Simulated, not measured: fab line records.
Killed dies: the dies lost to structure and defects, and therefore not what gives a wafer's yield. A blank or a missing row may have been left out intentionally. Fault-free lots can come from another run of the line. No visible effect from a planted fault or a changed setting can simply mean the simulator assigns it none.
Lot-split experiment / flow n5 finfet / 7 lots, 39 wafers read, on a route of 1938 steps

ON THE SPLIT
At N5_BEOL_M8_TRENCH_ETCH_37 (etches SiCOH lowk in C4F6/O2, target depth 93.478 nm, time 31.2 s), the setting target depth a was moved away from the recipe's 934.78 angstrom on 12 of the 39 wafers read, by -35.3% to +55.1%. The other wafers ran this setting at the recipe's value.

FROM THE SPLIT TO THE READING: what the file shows between them, 8 steps
- N5_BEOL_M8_ETCH_41: etches SiCN in CH3F/O2, target depth 31.9 nm, time 57.8 s
- N5_BEOL_M8_STRIP_80: strips in N2/H2, time 10 s
- N5_BEOL_M8_OCD_MEAS_38
- N5_BEOL_M8_HM_STRIP_39: strips TiN in peroxide tin strip, target depth 25 nm, time 158 s
- N5_BEOL_M8_SRD_40: time 30 s
- N5_BEOL_M8_ECD_50: material Cu, target thk 300 nm
- N5_BEOL_M8_ANNEAL_51: time 90 s
- N5_BEOL_M8_CMP_52: polishes, stops on SiCOH lowk, t overpolish 6.9 s, target thk 80 nm

THE READING
M8_THK, in nm, at N5_BEOL_M8_THK_MEAS_53 (measures by xrf). On this fab line, fault-free wafers typically give 80.3 nm with a standard deviation of 1.4 nm.

wafer=L074.1; tool, chamber at the split=rie diel-06, 3; target depth a as run, angstrom=1450; against the recipe=+55.1%; M8_THK, nm=131.6; against lot-mates on the recipe=+51.6
wafer=L074.2; tool, chamber at the split=rie diel-06, 2; target depth a as run, angstrom=1450; against the recipe=+55.1%; M8_THK, nm=130.9; against lot-mates on the recipe=+50.9
wafer=L074.3; tool, chamber at the split=rie diel-06, 1; target depth a as run, angstrom=934.78; against the recipe=recipe; M8_THK, nm=79.0; against lot-mates on the recipe=-
wafer=L074.4; tool, chamber at the split=rie diel-06, 0; target depth a as run, angstrom=1450; against the recipe=+55.1%; M8_THK, nm=131.2; against lot-mates on the recipe=+51.2
wafer=L074.5; tool, chamber at the split=rie diel-06, 1; target depth a as run, angstrom=934.78; against the recipe=recipe; M8_THK, nm=80.5; against lot-mates on the recipe=-
wafer=L074.6; tool, chamber at the split=rie diel-06, 0; target depth a as run, angstrom=934.78; against the recipe=recipe; M8_THK, nm=80.4; against lot-mates on the recipe=-
wafer=L075.1; tool, chamber at the split=rie diel-06, 3; target depth a as run, angstrom=934.78; against the recipe=recipe; M8_THK, nm=80.9; against lot-mates on the recipe=-
wafer=L075.2; tool, chamber at the split=rie diel-06, 1; target depth a as run, angstrom=934.78; against the recipe=recipe; M8_THK, nm=79.3; against lot-mates on the recipe=-
wafer=L075.3; tool, chamber at the split=rie diel-06, 2; target depth a as run, angstrom=604.4; against the recipe=-35.3%; M8_THK, nm=47.6; against lot-mates on the recipe=-32.4
wafer=L075.4; tool, chamber at the split=rie diel-06, 0; target depth a as run, angstrom=604.4; against the recipe=-35.3%; M8_THK, nm=46.4; against lot-mates on the recipe=-33.6
wafer=L075.5; tool, chamber at the split=rie diel-06, 0; target depth a as run, angstrom=934.78; against the recipe=recipe; M8_THK, nm=79.8; against lot-mates on the recipe=-
wafer=L075.6; tool, chamber at the split=rie diel-06, 3; target depth a as run, angstrom=604.4; against the recipe=-35.3%; M8_THK, nm=46.0; against lot-mates on the recipe=-34.0
wafer=L085.1; tool, chamber at the split=rie diel-05, 2; target depth a as run, angstrom=934.78; against the recipe=recipe; M8_THK, nm=83.0; against lot-mates on the recipe=-
wafer=L085.2; tool, chamber at the split=rie diel-05, 3; target depth a as run, angstrom=934.78; against the recipe=recipe; M8_THK, nm=82.6; against lot-mates on the recipe=-
wafer=L085.3; tool, chamber at the split=rie diel-05, 1; target depth a as run, angstrom=934.78; against the recipe=recipe; M8_THK, nm=81.4; against lot-mates on the recipe=-
wafer=L085.4; tool, chamber at the split=rie diel-05, 0; target depth a as run, angstrom=934.78; against the recipe=recipe; M8_THK, nm=81.0; against lot-mates on the recipe=-
wafer=L085.5; tool, chamber at the split=rie diel-05, 2; target depth a as run, angstrom=934.78; against the recipe=recipe; M8_THK, nm=82.0; against lot-mates on the recipe=-
wafer=L085.6; tool, chamber at the split=rie diel-05, 1; target depth a as run, angstrom=934.78; against the recipe=recipe; M8_THK, nm=81.0; against lot-mates on the recipe=-
wafer=L084.1; tool, chamber at the split=rie diel-06, 1; target depth a as run, angstrom=934.78; against the recipe=recipe; M8_THK, nm=82.4; against lot-mates on the recipe=-
wafer=L084.2; tool, chamber at the split=rie diel-06, 0; target depth a as run, angstrom=934.78; against the recipe=recipe; M8_THK, nm=81.1; against lot-mates on the recipe=-
wafer=L084.3; tool, chamber at the split=rie diel-06, 3; target depth a as run, angstrom=934.78; against the recipe=recipe; M8_THK, nm=83.8; against lot-mates on the recipe=-
wafer=L084.4; tool, chamber at the split=rie diel-06, 2; target depth a as run, angstrom=934.78; against the recipe=recipe; M8_THK, nm=81.0; against lot-mates on the recipe=-
wafer=L084.5; tool, chamber at the split=rie diel-06, 2; target depth a as run, angstrom=934.78; against the recipe=recipe; M8_THK, nm=81.1; against lot-mates on the recipe=-
wafer=L084.6; tool, chamber at the split=rie diel-06, 3; target depth a as run, angstrom=934.78; against the recipe=recipe; M8_THK, nm=83.3; against lot-mates on the recipe=-
wafer=L090.1; tool, chamber at the split=rie diel-06, 0; target depth a as run, angstrom=934.78; against the recipe=recipe; M8_THK, nm=79.9; against lot-mates on the recipe=-
wafer=L090.2; tool, chamber at the split=rie diel-06, 3; target depth a as run, angstrom=1132; against the recipe=+21.1%; M8_THK, nm=104.5; against lot-mates on the recipe=+23.9
wafer=L090.3; tool, chamber at the split=rie diel-06, 1; target depth a as run, angstrom=1132; against the recipe=+21.1%; M8_THK, nm=100.2; against lot-mates on the recipe=+19.6
wafer=L090.4; tool, chamber at the split=rie diel-06, 3; target depth a as run, angstrom=934.78; against the recipe=recipe; M8_THK, nm=81.3; against lot-mates on the recipe=-
wafer=L090.5; tool, chamber at the split=rie diel-06, 1; target depth a as run, angstrom=1132; against the recipe=+21.1%; M8_THK, nm=100.1; against lot-mates on the recipe=+19.5
wafer=L090.6; tool, chamber at the split=rie diel-06, 0; target depth a as run, angstrom=934.78; against the recipe=recipe; M8_THK, nm=80.5; against lot-mates on the recipe=-
wafer=L092.1; tool, chamber at the split=rie diel-04, 1; target depth a as run, angstrom=934.78; against the recipe=recipe; M8_THK, nm=80.1; against lot-mates on the recipe=-
wafer=L092.2; tool, chamber at the split=rie diel-04, 2; target depth a as run, angstrom=934.78; against the recipe=recipe; M8_THK, nm=82.0; against lot-mates on the recipe=-
wafer=L092.3; tool, chamber at the split=rie diel-04, 0; target depth a as run, angstrom=719.5; against the recipe=-23.0%; M8_THK, nm=58.7; against lot-mates on the recipe=-22.9
wafer=L092.4; tool, chamber at the split=rie diel-04, 3; target depth a as run, angstrom=719.5; against the recipe=-23.0%; M8_THK, nm=59.6; against lot-mates on the recipe=-22.0
wafer=L092.5; tool, chamber at the split=rie diel-04, 0; target depth a as run, angstrom=719.5; against the recipe=-23.0%; M8_THK, nm=58.9; against lot-mates on the recipe=-22.7
wafer=L092.6; tool, chamber at the split=rie diel-04, 3; target depth a as run, angstrom=934.78; against the recipe=recipe; M8_THK, nm=82.6; against lot-mates on the recipe=-
wafer=L097.1; tool, chamber at the split=rie diel-05, 1; target depth a as run, angstrom=934.78; against the recipe=recipe; M8_THK, nm=79.1; against lot-mates on the recipe=-
wafer=L097.5; tool, chamber at the split=rie diel-05, 2; target depth a as run, angstrom=934.78; against the recipe=recipe; M8_THK, nm=77.9; against lot-mates on the recipe=-
wafer=L097.6; tool, chamber at the split=rie diel-05, 1; target depth a as run, angstrom=934.78; against the recipe=recipe; M8_THK, nm=77.9; against lot-mates on the recipe=-

FIT RESULTS
A straight line over all 39 wafers: M8_THK changes by +0.936 nm for each +1% of target depth a; r = +1.00; the points scatter about the line by 1.5 nm.
The same after taking each lot's own level away (the mean of its wafers on the recipe; 39 wafers): +0.944 nm for each +1%; r = +1.00; scatter 1.1 nm.
According to that fit, moving target depth a by its largest amount changes the reading by 52 nm.
From 78.30 to 82.12 nm: that is the span of the lots' own levels, equal to 2.7 times the standard deviation above.
Consequently the slope shifts little with the lot-to-lot level, the two slopes agreeing.
Check: +52.1 nm against its lot-mates is what the line predicts for one of the wafers moved furthest among these (+55.1%) when that wafer is left out of the fit. Against them it came out at +51.6 nm.

THE WHOLE CHAIN: every reading that the file lists as answering this split, in the file's order
step=N5_BEOL_M8_TRENCH_ETCH_37; what it does=etches SiCOH lowk in C4F6/O2, target depth 93.478 nm, time 31.2 s; reading=BEOL_M8.feature depth nm (the simulator's own value, which no gauge read); change (the file's fit)=+0.938 nm for each +1% of the setting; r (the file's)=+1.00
step=N5_BEOL_M8_TRENCH_ETCH_37; what it does=etches SiCOH lowk in C4F6/O2, target depth 93.478 nm, time 31.2 s; reading=etch.depth nm (the simulator's own value, which no gauge read); change (the file's fit)=+0.938 nm for each +1% of the setting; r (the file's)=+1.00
step=N5_BEOL_M8_TRENCH_ETCH_37; what it does=etches SiCOH lowk in C4F6/O2, target depth 93.478 nm, time 31.2 s; reading=TiN_of_BEOL_M8_HM_DEP_02.thk nm (the simulator's own value, which no gauge read); change (the file's fit)=-0.026 nm for each +1% of the setting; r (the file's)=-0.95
step=N5_BEOL_M8_OCD_MEAS_38; what it does=; reading=trench depth nm; change (the file's fit)=+0.94 nm for each +1% of the setting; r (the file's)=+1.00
step=N5_BEOL_M8_CMP_52; what it does=polishes, stops on SiCOH lowk, t overpolish 6.9 s, target thk 80 nm; reading=Cu_of_BEOL_M8_ECD_50.thk nm (the simulator's own value, which no gauge read); change (the file's fit)=+0.935 nm for each +1% of the setting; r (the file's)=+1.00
step=N5_BEOL_M8_THK_MEAS_53; what it does=measures by xrf; reading=M8_THK; change (the file's fit)=+0.943 for each +1% of the setting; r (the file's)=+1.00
step=N5_BEOL_M8_RS_MEAS_57; what it does=measures by four-point-probe; reading=M8_RS; change (the file's fit)=not straight: 0.561 at the lowest setting, 0.287 at the recipe, 0.163 at the highest; r (the file's)=not given

THE FILE'S OWN FIT
M8_THK changes by +0.943 nm for each +1% of target depth a, r = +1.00.
